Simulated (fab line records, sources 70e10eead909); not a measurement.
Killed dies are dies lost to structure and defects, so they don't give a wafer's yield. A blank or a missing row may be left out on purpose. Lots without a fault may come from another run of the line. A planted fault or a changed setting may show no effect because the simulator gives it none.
Which tool did it? | flow nand_harc | 13 lots, 39 wafers sampled, at 5 steps of a route of 1159

WHAT THE GAUGES READ, wafer by wafer
NHARC_END_SORT_01. Usual: killed_at_array 26, standard deviation 8.6; killed_at_other 0.7, standard deviation 0.97; killed_at_periphery 3.2, standard deviation 2.2; killed_dies 30, standard deviation 8.9; killed_open 3.1, standard deviation 1.8; killed_short 2.2, standard deviation 1.8.
lot  | measured     | on        | killed_at_array | killed_at_other | killed_at_periphery | killed_dies | killed_open | killed_short | flag
L165 | day 21 09:51 | prober-01 | 201 27 24       | 0 1 1           | 2 5 3               | 203 33 28   | 4 5 4       | 5 4 3        | OFF
L167 | day 21 17:37 | prober-02 | 175 20 213      | 1 0 0           | 3 1 4               | 179 21 217  | 5 2 1       | 2 1 1        | OFF
L166 | day 21 21:32 | prober-01 | 198 31 27       | 3 6 1           | 4 4 4               | 205 41 32   | 2 3 2       | 3 0 1        | OFF

WHICH TOOL RAN EACH LOT (tool, then ch and the chambers of the sampled wafers, then the start)
lot  | NHARC_A_CONTACT_ETCH_111             | NHARC_A_CONTACT_ETCH_118             | NHARC_A_CONTACT_ETCH_122             | NHARC_A_CONTACT_ETCH_96
L160 | har_cap_etch-03 ch 0,1, day 16 22:26 | har_cap_etch-03 ch 0,1, day 16 23:10 | har_cap_etch-03 ch 0,1, day 16 23:32 | rie_diel-07 ch 1,2,3, day 17 00:25
L161 | har_cap_etch-02 ch 0,1, day 16 23:59 | har_cap_etch-02 ch 0,1, day 17 00:43 | har_cap_etch-02 ch 0,1, day 17 01:05 | rie_diel-07 ch 1,3, day 17 01:56
L159 | har_cap_etch-02 ch 0,1, day 17 04:09 | har_cap_etch-02 ch 0,1, day 17 05:01 | har_cap_etch-02 ch 0,1, day 17 05:30 | rie_diel-07 ch 0,1,3, day 17 06:28
L163 | har_cap_etch-02 ch 0,1, day 17 08:07 | har_cap_etch-02 ch 0,1, day 17 09:04 | har_cap_etch-02 ch 0,1, day 17 09:34 | rie_diel-07 ch 0,1,3, day 17 10:29
L165 | har_cap_etch-01 ch 0,1, day 18 11:35 | har_cap_etch-01 ch 0,1, day 18 12:18 | har_cap_etch-01 ch 0,1, day 18 12:40 | rie_diel-07 ch 0,2,3, day 18 13:29
L167 | har_cap_etch-03 ch 0,1, day 18 18:41 | har_cap_etch-03 ch 0,1, day 18 19:38 | har_cap_etch-03 ch 0,1, day 18 20:08 | rie_diel-07 ch 0,1,3, day 18 21:04
L166 | har_cap_etch-03 ch 0,1, day 18 22:13 | har_cap_etch-03 ch 0,1, day 18 23:13 | har_cap_etch-03 ch 0,1, day 18 23:42 | rie_diel-07 ch 1,2,3, day 19 00:40
L169 | har_cap_etch-01 ch 0,1, day 19 14:50 | har_cap_etch-01 ch 0,1, day 19 15:35 | har_cap_etch-01 ch 0,1, day 19 15:57 | rie_diel-01 ch 2,3, day 19 16:54
L175 | har_cap_etch-03 ch 0,1, day 21 16:53 | har_cap_etch-03 ch 0,1, day 21 17:37 | har_cap_etch-03 ch 0,1, day 21 17:59 | rie_diel-07 ch 1,2, day 21 18:56
L178 | har_cap_etch-01 ch 0,1, day 21 20:44 | har_cap_etch-01 ch 0,1, day 21 21:29 | har_cap_etch-01 ch 0,1, day 21 21:50 | rie_diel-07 ch 0,2,3, day 21 22:40
L179 | har_cap_etch-02 ch 0,1, day 21 20:55 | har_cap_etch-02 ch 0,1, day 21 21:40 | har_cap_etch-02 ch 0,1, day 21 22:01 | rie_diel-13 ch 1,2,3, day 21 22:51
L177 | har_cap_etch-03 ch 0,1, day 22 06:13 | har_cap_etch-03 ch 0,1, day 22 06:56 | har_cap_etch-03 ch 0,1, day 22 07:17 | rie_diel-01 ch 0,1,3, day 22 08:08
L180 | har_cap_etch-02 ch 1, day 22 08:07   | har_cap_etch-02 ch 1, day 22 08:50   | har_cap_etch-02 ch 1, day 22 09:12   | rie_diel-01 ch 0,1, day 22 10:04
- NHARC_A_CONTACT_ETCH_111: etches the open film in C4F8/O2/Ar, time 140 s, target depth 700 nm.
- NHARC_A_CONTACT_ETCH_118: etches the open film in C4F8/O2/Ar, time 94 s, target depth 922 nm.
- NHARC_A_CONTACT_ETCH_122: etches the open film in C4F8/O2/Ar, time 95 s, target depth 930 nm.
- NHARC_A_CONTACT_ETCH_96: etches the open film in C4F6/O2, target depth 20 nm, time 10 s.

WHAT THE TOOLS THEMSELVES READ (means of the sampled wafers that have a number; where no wafer has one, the mark that the record gives instead)
NHARC_A_CONTACT_ETCH_111. Usual: run_length_s 141.3 s, standard deviation 0.36.
lot  | tool            | run_length_s (s) | flag
L160 | har_cap_etch-03 | 141.2            |
L161 | har_cap_etch-02 | 141.3            |
L159 | har_cap_etch-02 | 141.5            |
L163 | har_cap_etch-02 | 141.6            |
L165 | har_cap_etch-01 | 141.1            |
L167 | har_cap_etch-03 | 141.5            |
L166 | har_cap_etch-03 | 141.1            |
L169 | har_cap_etch-01 | 140.9            |
L175 | har_cap_etch-03 | 141.2            |
L178 | har_cap_etch-01 | 141.0            |
L179 | har_cap_etch-02 | 141.4            |
L177 | har_cap_etch-03 | 141.2            |
L180 | har_cap_etch-02 | 141.7            |

NHARC_A_CONTACT_ETCH_96. Usual: drypump_motor_current_A 5.7 A, standard deviation 0.36; oes_product_au 0.975 a.u., standard deviation 0.024; rf_vpp_V 547 V, standard deviation 4.2; run_length_s 31.2 s, standard deviation 0.37; showerhead_plenum_p_Torr 3.92 Torr, standard deviation 0.21; throttle_valve_pct 26.903 %, standard deviation 0.0092.
lot  | tool        | drypump_motor_current_A (A) | oes_product_au (a.u.) | rf_vpp_V (V) | run_length_s (s) | showerhead_plenum_p_Torr (Torr) | throttle_valve_pct (%) | flag
L160 | rie_diel-07 | 5.8                         | 0.953                 | 544          | 31.1             | 3.77                            | 26.907                 |
L161 | rie_diel-07 | 5.9                         | 0.996                 | 546          | 31.5             | 3.89                            | 26.910                 |
L159 | rie_diel-07 | 5.6                         | 0.952                 | 547          | 31.3             | 3.93                            | 26.902                 |
L163 | rie_diel-07 | 5.6                         | 0.946                 | 547          | 31.3             | 3.93                            | 26.895                 |
L165 | rie_diel-07 | 5.6                         | 1.010                 | 549          | 30.2             | 4.00                            | 26.896                 |
L167 | rie_diel-07 | 5.6                         | 0.948                 | 547          | 29.1             | 3.93                            | 26.906                 | OFF
L166 | rie_diel-07 | 5.8                         | 1.006                 | 548          | 30.0             | 3.96                            | 26.902                 | OFF
L169 | rie_diel-01 | 6.0                         | 0.987                 | 547          | 30.7             | 3.97                            | 26.906                 |
L175 | rie_diel-07 | 5.6                         | 0.961                 | 551          | 31.0             | 4.14                            | 26.900                 |
L178 | rie_diel-07 | 5.5                         | 0.944                 | 548          | 31.3             | 4.00                            | 26.916                 |
L179 | rie_diel-13 | 5.8                         | 0.957                 | 546          | 30.9             | 3.89                            | 26.902                 |
L177 | rie_diel-01 | 5.6                         | 1.006                 | 544          | 31.3             | 3.77                            | 26.899                 |
L180 | rie_diel-01 | 5.5                         | 0.996                 | 543          | 31.4             | 3.70                            | 26.903                 |

THE ANSWER, worked out from the rows above alone
Rule: a lot is off if the mean of its wafers that have a number lies more than 3 standard deviations from the usual mean. A lot without any number at a reading at which 4 lots or more have one is off too. The other lots that the step has rows for count as sound. The gauges are gone through in route order, then the tools' own readings, and for those a lot's mean is taken as printed above. The first step at which some lot is off is used, and at that step the reading that is off furthest; a lot without a number counts as furthest.
Off: L165, L167, L166, at NHARC_END_SORT_01 (killed_at_array). Neither off nor sound, because the step has no rows for them: L160, L161, L159, L163, L169, L175, L178, L179, L177, L180.
A tool fits if, at a process step before that reading, it ran every lot that is off, and no sound lot after the first of them. The gauges at NHARC_END_SORT_01 are tried like those tools. One fits: rie_diel-07 at NHARC_A_CONTACT_ETCH_96. It ran no sound lot before its first lot that is off in this sample, so the start can't be narrowed down.

WHAT THE SIMULATOR HAD PUT IN
Process parameter drift: rie_diel-07, from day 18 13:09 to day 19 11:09, at NHARC_A_CONTACT_ETCH_96. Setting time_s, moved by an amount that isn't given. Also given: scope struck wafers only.
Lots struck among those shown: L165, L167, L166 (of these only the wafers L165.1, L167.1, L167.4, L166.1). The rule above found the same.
